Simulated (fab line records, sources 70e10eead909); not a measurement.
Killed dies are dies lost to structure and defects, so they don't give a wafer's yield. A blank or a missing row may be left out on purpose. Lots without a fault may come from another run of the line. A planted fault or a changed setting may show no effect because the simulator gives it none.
fab line records | flow nand_harc
record lots=12 wafers=36 last_day=34
route steps=1302 shown A_BLC@1124
lots that met no fault: from a run of the same line without faults
start_h: hours from the record's first day to the start of the lot's first wafer shown | wait_h: hours since the lot's step before | " the same as in the row above | L1.1+2: a row that stands for several wafers | - no value, or no start given | * or withheld: withheld | < > ~ a bound
route shown NAME@n: a module of which the file shows steps, and the number in the route of the first | usual: mean/standard deviation of fault-free wafers | same: alike in all rows | chamber/n: place in a boat | sites: the reading at each site | _std_site: their standard deviation | _edge_site: outer sites' mean less inner sites' | radius_mm: how far each site lies from the wafer's centre | mask NAME#n: copy n | behind: the tool/chamber that last shaped the wafer | hold: why the lot was held/for how many hours/how that ended | device: the transistor (n, p or np) that didn't switch | end of line: the same wafers' tests at the end of the route | a step without rows: its recipe alone | killed: dies lost to structure and defects at the first sort, not the wafer's yield | map: a wafer's dies, x killed, . not, _ none there
set.NAME: the setting as run; set.NAME@STEP: as run at that earlier step | model.NAME: the simulator's own value behind a step, which no gauge read
steps of the route over a sample of lots; a table a step, a row a wafer
services: from which hour (start_h, from the record's first day; less than 0 if before it) a tool's chamber was out of use, for how many hours, and why
## steps
# step NHARC_A_BLC_CD_MEAS_19
# usual cd_nm=101.4/1.8
# columns lot.wafer tool chamber start_h wait_h cd_nm
L827.1 cd_sem-02 - 528.82 - 100.7
L827.2 " - " " 103.4
L827.3 " - " " 102.1
L828.2 cd_sem-03 - 543.59 - 100.0
L828.3 " - " " 101.7
L828.6 " - " " 101.3
L829.2 cd_sem-02 - 558.56 - 100.2
L829.4 " - " " 103.1
L829.5 " - " " 101.0
L833.1 cd_sem-02 - 585.77 - 99.6
L833.5 " - " " 102.6
L833.6 " - " " 101.6
L831.3 cd_sem-03 - 588.21 - 98.9
L831.5 " - " " 101.9
L831.6 " - " " 98.4
L835.1 cd_sem-01 - 625.18 - 101.5
L835.3 " - " " 100.2
L835.6 " - " " 100.0
L837.1 cd_sem-02 - 642.06 - 103.7
L837.4 " - " " 103.4
L837.5 " - " " 101.7
L842.1 cd_sem-02 - 668.76 - 99.1
L842.5 " - " " 105.7
L842.6 " - " " 100.4
L840.3 cd_sem-02 - 671.88 - 98.0
L840.5 " - " " 100.2
L840.6 " - " " 101.8
L844.2 cd_sem-01 - 718.49 - 103.9
L844.4 " - " " 99.5
L844.6 " - " " 100.2
L847.1 cd_sem-02 - 755.78 - 102.1
L847.4 " - " " 98.6
L847.6 " - " " 100.0
L848.1 cd_sem-01 - 757.28 - 102.6
L848.2 " - " " 101.9
L848.5 " - " " 99.9
# step NHARC_A_BLC_DEGAS_30
# recipe temp_c=300 time_s=60
# usual heater_power_w=464/49 susceptor_temp_C=300.00/0.2
# columns lot.wafer tool chamber start_h wait_h heater_power_w susceptor_temp_C
L827.3 pvd_sputter-02 - 529.43 - 521 300.21
L827.1 " - " " 409 300.14
L827.2 " - " " 460 300.27
L828.3 pvd_sputter-01 - 544.19 - 516 300.01
L828.2 " - " " 458 299.59
L828.6 " - " " 442 299.76
L829.4 pvd_sputter-02 - 559.17 - 440 300.06
L829.2 " - " " 519 300.28
L829.5 " - " " 460 300.13
L833.1 pvd_sputter-03 - 586.39 - 561 -
L833.5 " - " " 406 -
L833.6 " - " " 484 -
L831.3 pvd_sputter-02 - 588.80 - 445 300.01
L831.5 " - " " 458 299.97
L831.6 " - " " 451 300.33
L835.1 pvd_sputter-01 - 625.79 - 462 -
L835.3 " - " " 386 -
L835.6 " - " " 461 -
L837.1 pvd_sputter-03 - 642.66 - 485 299.83
L837.4 " - " " 413 300.08
L837.5 " - " " 456 299.71
L842.1 pvd_sputter-01 - 669.38 - 454 299.85
L842.6 " - " " 450 299.84
L842.5 " - " " 384 300.18
L840.3 pvd_sputter-01 - 672.48 - 385 300.00
L840.6 " - " " 376 299.78
L840.5 " - " " 462 300.06
L844.2 pvd_sputter-02 - 719.10 - 546 300.24
L844.4 " - " " 420 299.87
L844.6 " - " " 452 300.00
L847.1 pvd_sputter-03 - 756.38 - 551 299.98
L847.4 " - " " 500 299.89
L847.6 " - " " 564 299.50
L848.1 pvd_sputter-02 - 757.88 - 549 299.56
L848.2 " - " " 413 300.04
L848.5 " - " " 540 299.73
# step NHARC_A_BLC_ALD_23
# recipe target_thk_a=30 pulse_time_s=1 ald_cycles=150 temp_c=450 material=TiN
# usual heater_power_w=1042/120 precursor_pulse_height_rel=1.000/0.018 susceptor_temp_C=449.99/0.23
# columns lot.wafer tool chamber start_h wait_h heater_power_w precursor_pulse_height_rel susceptor_temp_C
L827.2 ald_metal-03 3 529.66 - 1124 0.991 449.65
L827.1 " 1 " " 1057 0.999 449.91
L827.3 " 2 " " 1261 1.004 449.77
L828.2 ald_metal-03 2 544.44 - 1290 1.038 449.90
L828.3 " 0 " " 915 1.008 449.85
L828.6 " 2 " " 1326 1.008 450.12
L829.2 ald_metal-01 2 559.40 - 1032 1.017 449.63
L829.4 " 1 " " 852 1.013 449.82
L829.5 " 2 " " 1008 0.982 449.85
L833.1 ald_metal-01 0 586.61 - 936 0.987 450.07
L833.6 " 0 " " 923 0.997 450.44
L833.5 " 1 " " 839 1.005 449.73
L831.3 ald_metal-03 1 589.10 - 997 0.984 449.93
L831.5 " 2 " " 1229 1.000 449.80
L831.6 " 3 " " 1113 1.020 450.21
L835.3 ald_metal-01 1 626.02 - 821 1.000 449.67
L835.1 " 2 " " 1029 0.998 449.87
L835.6 " 2 " " 1036 0.999 450.12
L837.1 ald_metal-04 0 642.90 - 1022 1.039 450.04
L837.4 " 3 " " 1255 1.007 449.98
L837.5 " 1 " " 954 1.019 449.98
L842.1 ald_metal-03 0 669.60 - 977 0.996 450.11
L842.6 " 0 " " 973 0.969 450.12
L842.5 " 1 " " 1036 0.993 449.91
L840.3 ald_metal-01 2 672.78 - 1026 0.991 450.11
L840.6 " 3 " " 1081 1.010 450.03
L840.5 " 0 " " 908 1.007 450.20
L844.2 ald_metal-03 2 719.33 - 1206 0.996 449.79
L844.4 " 3 " " 1096 0.985 449.94
L844.6 " 2 " " 1215 1.025 449.53
L847.4 ald_metal-03 2 756.67 - 1304 1.016 449.40
L847.1 " 3 " " 1151 1.021 450.08
L847.6 " 0 " " 911 0.971 449.82
L848.2 ald_metal-01 1 758.15 - 800 1.016 449.87
L848.1 " 3 " " 1162 0.996 450.01
L848.5 " 0 " " 911 0.975 450.00
# step NHARC_A_BLC_CVD_24
# recipe target_thk_a=1500 temp_c=300 pressure_torr=40 wf6_flow_sccm=40 h2_flow_sccm=1600 ar_flow_sccm=1560 time_s=434 material=W
# usual heater_power_w=444/45 susceptor_temp_C=300.01/0.19 throttle_valve_pct=8.15/0.18
# columns lot.wafer tool chamber start_h wait_h heater_power_w susceptor_temp_C throttle_valve_pct
L827.1 cvd_w-01 0 529.86 - 461 299.99 8.39
L827.2 " 1 " " 415 299.79 8.10
L827.3 " 1 " " 425 300.03 8.36
L828.2 cvd_w-01 0 544.64 - 446 300.09 8.29
L828.3 " 1 " " 419 300.15 8.18
L828.6 " 0 " " 450 300.21 8.51
L829.2 cvd_w-02 1 559.68 - 508 300.26 8.48
L829.4 " 1 " " 525 299.82 8.35
L829.5 " 1 " " 509 300.11 8.20
L833.1 cvd_w-02 0 586.81 - 383 300.06 7.99
L833.5 " 0 " " 389 299.61 7.98
L833.6 " 1 " " 519 300.06 8.26
L831.3 cvd_w-01 1 589.46 - 436 299.70 8.32
L831.6 " 0 " " 462 300.10 8.41
L831.5 " 1 " " 429 299.96 8.10
L835.1 cvd_w-02 1 626.22 - 507 299.68 8.48
L835.3 " 1 " " 515 299.49 8.39
L835.6 " 0 " " 389 299.94 7.91
L837.1 cvd_w-01 1 643.18 - 445 300.01 8.36
L837.4 " 0 " " 460 300.41 8.14
L837.5 " 0 " " 468 300.31 8.11
L842.1 cvd_w-01 1 669.84 - 431 299.80 8.12
L842.5 " 1 " " 435 300.01 8.05
L842.6 " 0 " " 470 299.76 8.51
L840.3 cvd_w-01 1 673.14 - 436 299.82 8.13
L840.6 " 0 " " 472 300.29 8.17
L840.5 " 1 " " 438 299.74 8.19
L844.2 cvd_w-02 1 719.60 - 484 300.19 8.15
L844.4 " 0 " " 382 300.33 8.05
L844.6 " 0 " " 396 300.25 8.31
L847.1 cvd_w-02 0 756.83 - 386 300.14 8.26
L847.4 " 1 " " 489 300.16 8.12
L847.6 " 1 " " 487 300.10 8.22
L848.1 cvd_w-02 0 758.33 - 388 300.12 8.27
L848.2 " 1 " " 499 299.96 8.20
L848.5 " 0 " " 392 299.88 8.00
# step NHARC_A_BLC_CMP_25
# recipe t_overpolish_s=30 target_thk_nm=150
# usual motor_current_A=12.0/1.4 overpolish_run_s=30.000/0.0093 time_to_endpoint_s=29.6/2.5
# columns lot.wafer tool chamber start_h wait_h motor_current_A overpolish_run_s time_to_endpoint_s
L827.2 cmp-01 1 530.40 0.4 11.5 29.987 25.1
L827.3 " 2 " " 10.8 29.994 27.7
L827.1 " 3 " " 11.0 30.009 25.0
L828.2 cmp-02 1 545.20 0.5 11.2 30.005 28.0
L828.3 " 0 " " 12.4 29.998 27.9
L828.6 " 1 " " 11.7 30.002 29.6
L829.4 cmp-01 0 560.16 0.3 9.5 29.993 33.3
L829.2 " 1 " " 11.4 29.992 30.2
L829.5 " 3 " " 11.6 30.010 28.9
L833.1 cmp-03 0 587.39 0.5 12.5 29.994 29.0
L833.5 " 2 " " 11.6 30.014 30.9
L833.6 " 3 " " 15.1 29.997 30.9
L831.3 cmp-02 1 589.82 0.3 11.9 30.012 25.5
L831.6 " 3 " " 11.6 30.006 27.2
L831.5 " 0 " " 12.2 29.999 24.6
L835.1 cmp-03 1 626.81 0.5 10.7 30.005 34.7
L835.3 " 2 " " 12.0 29.996 32.3
L835.6 " 0 " " 12.4 30.004 34.8
L837.4 cmp-03 1 643.69 0.4 10.8 29.981 33.0
L837.1 " 2 " " 11.7 30.004 31.9
L837.5 " 3 " " 15.4 29.993 29.5
L842.1 cmp-02 0 670.43 0.5 12.2 29.993 27.4
L842.6 " 2 " " 12.3 30.005 18.2
L842.5 " 3 " " 11.2 29.998 31.2
L840.3 cmp-01 2 673.45 0.2 10.4 30.012 32.0
L840.5 " 2 " " 10.4 29.985 33.5
L840.6 " 3 " " 11.7 30.005 20.6
L844.4 cmp-03 2 720.06 0.3 12.3 30.010 31.7
L844.2 " 0 " " 12.4 29.987 29.4
L844.6 " 2 " " 11.9 29.985 31.6
L847.1 cmp-02 3 757.36 0.5 11.7 30.014 30.2
L847.4 " 1 " " 11.6 29.984 25.2
L847.6 " 0 " " 12.2 30.002 25.6
L848.1 cmp-03 3 758.88 0.5 15.3 29.994 26.4
L848.2 " 1 " " 10.6 29.998 30.9
L848.5 " 3 " " 14.8 29.998 26.9
## services
# columns tool chamber start_h hours kind
pvd_sputter-01 - 514.06 2.0 repair
ald_metal-03 - 517.97 1.1 repair
ald_metal-01 3 521.69 1.9 repair
ald_metal-01 - 526.00 10.0 pm
cmp-02 - 526.73 4.0 pm
cmp-03 - 531.00 1.0 repair
cvd_w-01 - 547.00 13.0 pm
cmp-03 - 554.33 4.0 pm
ald_metal-03 - 568.00 10.0 pm
cmp-03 - 569.78 1.8 repair
pvd_sputter-01 - 582.00 10.0 pm
pvd_sputter-02 - 602.72 1.9 repair
cmp-02 - 612.66 14.0 repair
ald_metal-03 0 619.24 8.1 repair
cvd_w-02 - 631.02 13.0 pm
pvd_sputter-02 - 638.04 10.0 pm
cmp-03 - 652.33 4.0 pm
ald_metal-03 2 653.05 30.4 repair
ald_metal-03 - 680.96 1.1 repair
ald_metal-01 - 704.00 10.0 pm
cvd_w-01 - 728.00 13.0 pm
ald_metal-03 - 746.00 10.0 pm
cmp-03 - 750.33 4.0 pm
cvd_w-01 - 757.57 1.6 repair
## key
first_sign step=NHARC_A_BLC_CMP_25 reading=time_to_endpoint_s direction=down sigmas=4 usual=* struck=*
effect none on later readings
met_at NHARC_A_BLC_CVD_24
struck_lots L840,L842
struck_wafers L840.6,L842.6
tester_left_out L840,L842
not_acting_at NHARC_A_BLC_CD_MEAS_19,NHARC_A_BLC_DEGAS_30,NHARC_A_BLC_ALD_23
onset_between 643.18 669.84
fault kind=process_parameter_drift tool=cvd_w-01 chamber=0 onset_h=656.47 steps=NHARC_A_BLC_CVD_24 channel=target_thk_a offset=* shape=step end_h=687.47 acts_in=* stated=*
# tester_left_out: of these lots the tester's yield and bins aren't shown, on N5 and GAA mostly nor the transistor test; their killed dies are dies lost to structure and defects alone, not to doping, threshold or leakage, so they don't give the yield
